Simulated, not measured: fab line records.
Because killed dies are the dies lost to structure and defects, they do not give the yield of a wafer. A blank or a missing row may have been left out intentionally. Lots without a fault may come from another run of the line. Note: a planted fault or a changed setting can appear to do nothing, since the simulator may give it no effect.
Chamber matching || flow nand-harc || NHARC_A_M1_ETCH_15 on rie-diel-07: 4 sister chambers
The step etches the open film in C4F8/Ar, target depth 182.5 nm, time 91.2 s. 15 wafers are shown with their chamber, then 7 later ones without.

== WAFERS PAIRED WITH THEIR CHAMBERS ==
{"wafer": "L721.1", "chamber": 2, "rf-vpp-V (V)": 439.1, "rf-fwd-power-W (W)": 592.9, "oes-product-au (a.u.)": 0.953}
{"wafer": "L721.5", "chamber": 0, "rf-vpp-V (V)": 444.4, "rf-fwd-power-W (W)": 595.7, "oes-product-au (a.u.)": 0.928}
{"wafer": "L721.6", "chamber": 3, "rf-vpp-V (V)": 440.3, "rf-fwd-power-W (W)": 597.4, "oes-product-au (a.u.)": 0.922}
{"wafer": "L722.2", "chamber": 0, "rf-vpp-V (V)": 445.0, "rf-fwd-power-W (W)": 595.2, "oes-product-au (a.u.)": 0.956}
{"wafer": "L722.3", "chamber": 1, "rf-vpp-V (V)": 445.6, "rf-fwd-power-W (W)": 597.1, "oes-product-au (a.u.)": 0.959}
{"wafer": "L722.6", "chamber": 0, "rf-vpp-V (V)": 444.4, "rf-fwd-power-W (W)": 593.0, "oes-product-au (a.u.)": 0.965}
{"wafer": "L729.1", "chamber": 2, "rf-vpp-V (V)": 440.2, "rf-fwd-power-W (W)": 594.2, "oes-product-au (a.u.)": 0.934}
{"wafer": "L729.3", "chamber": 3, "rf-vpp-V (V)": 439.1, "rf-fwd-power-W (W)": 594.2, "oes-product-au (a.u.)": 0.918}
{"wafer": "L730.3", "chamber": 2, "rf-vpp-V (V)": 438.7, "rf-fwd-power-W (W)": 594.8, "oes-product-au (a.u.)": 0.973}
{"wafer": "L730.4", "chamber": 3, "rf-vpp-V (V)": 440.2, "rf-fwd-power-W (W)": 597.2, "oes-product-au (a.u.)": 0.961}
{"wafer": "L740.2", "chamber": 1, "rf-vpp-V (V)": 444.1, "rf-fwd-power-W (W)": 595.9, "oes-product-au (a.u.)": 0.961}
{"wafer": "L740.3", "chamber": 0, "rf-vpp-V (V)": 444.0, "rf-fwd-power-W (W)": 595.1, "oes-product-au (a.u.)": 0.983}
{"wafer": "L740.4", "chamber": 3, "rf-vpp-V (V)": 440.2, "rf-fwd-power-W (W)": 596.6, "oes-product-au (a.u.)": 0.965}
{"wafer": "L738.1", "chamber": 2, "rf-vpp-V (V)": 439.9, "rf-fwd-power-W (W)": 593.9, "oes-product-au (a.u.)": 0.947}
{"wafer": "L738.3", "chamber": 1, "rf-vpp-V (V)": 443.8, "rf-fwd-power-W (W)": 600.6, "oes-product-au (a.u.)": 0.978}

SIGNATURES, as means of the wafers listed above
{"reading": "rf-vpp-V", "chamber 0": 444.450, "chamber 1": 444.500, "chamber 2": 439.475, "chamber 3": 439.950, "scatter within a chamber": 0.66}
{"reading": "rf-fwd-power-W", "chamber 0": 594.750, "chamber 1": 597.867, "chamber 2": 593.950, "chamber 3": 596.350, "scatter within a chamber": 1.5}
{"reading": "oes-product-au", "chamber 0": 0.95800, "chamber 1": 0.96600, "chamber 2": 0.95175, "chamber 3": 0.94150, "scatter within a chamber": 0.0201}
Rule: for a wafer and a chamber, the distance is found by dividing, reading by reading, the gap between the wafer's reading and the chamber's mean by the reading's scatter, squaring, summing and taking the root. If the next closest chamber is less than 2 further off than the closest, the wafer can't be placed; otherwise it belongs to the closest. The scatter: the root of (the sum of the squares of (reading less its chamber's mean) over the shown wafers, divided by (wafers less chambers)).

== WAFERS WITHOUT THEIR CHAMBER ==
{"wafer": "L738.4", "rf-vpp-V (V)": 444.0, "rf-fwd-power-W (W)": 599.0, "oes-product-au (a.u.)": 0.963}
{"wafer": "L742.1", "rf-vpp-V (V)": 439.2, "rf-fwd-power-W (W)": 594.8, "oes-product-au (a.u.)": 0.947}
{"wafer": "L742.3", "rf-vpp-V (V)": 443.6, "rf-fwd-power-W (W)": 595.5, "oes-product-au (a.u.)": 0.954}
{"wafer": "L742.4", "rf-vpp-V (V)": 438.7, "rf-fwd-power-W (W)": 597.7, "oes-product-au (a.u.)": 0.955}
{"wafer": "L744.1", "rf-vpp-V (V)": 438.5, "rf-fwd-power-W (W)": 595.0, "oes-product-au (a.u.)": 0.979}
{"wafer": "L744.4", "rf-vpp-V (V)": 439.5, "rf-fwd-power-W (W)": 595.7, "oes-product-au (a.u.)": 0.957}
{"wafer": "L744.6", "rf-vpp-V (V)": 438.7, "rf-fwd-power-W (W)": 596.0, "oes-product-au (a.u.)": 0.955}

== THE CHAMBER EACH PASSED THROUGH ==
{"wafer": "L738.4", "from the rows above": "can't be placed: 1 or 0", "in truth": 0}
{"wafer": "L742.1", "from the rows above": "can't be placed: 2 or 3", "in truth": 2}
{"wafer": "L742.3", "from the rows above": "can't be placed: 0 or 1", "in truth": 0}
{"wafer": "L742.4", "from the rows above": "can't be placed: 3 or 2", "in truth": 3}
{"wafer": "L744.1", "from the rows above": "can't be placed: 2 or 3", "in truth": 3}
{"wafer": "L744.4", "from the rows above": "can't be placed: 3 or 2", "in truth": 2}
{"wafer": "L744.6", "from the rows above": "can't be placed: 2 or 3", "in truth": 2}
Correctly placed: 0 of 7. Not placeable from these rows: 7 (in 7, the candidates include the true chamber). Placed wrongly: 0.
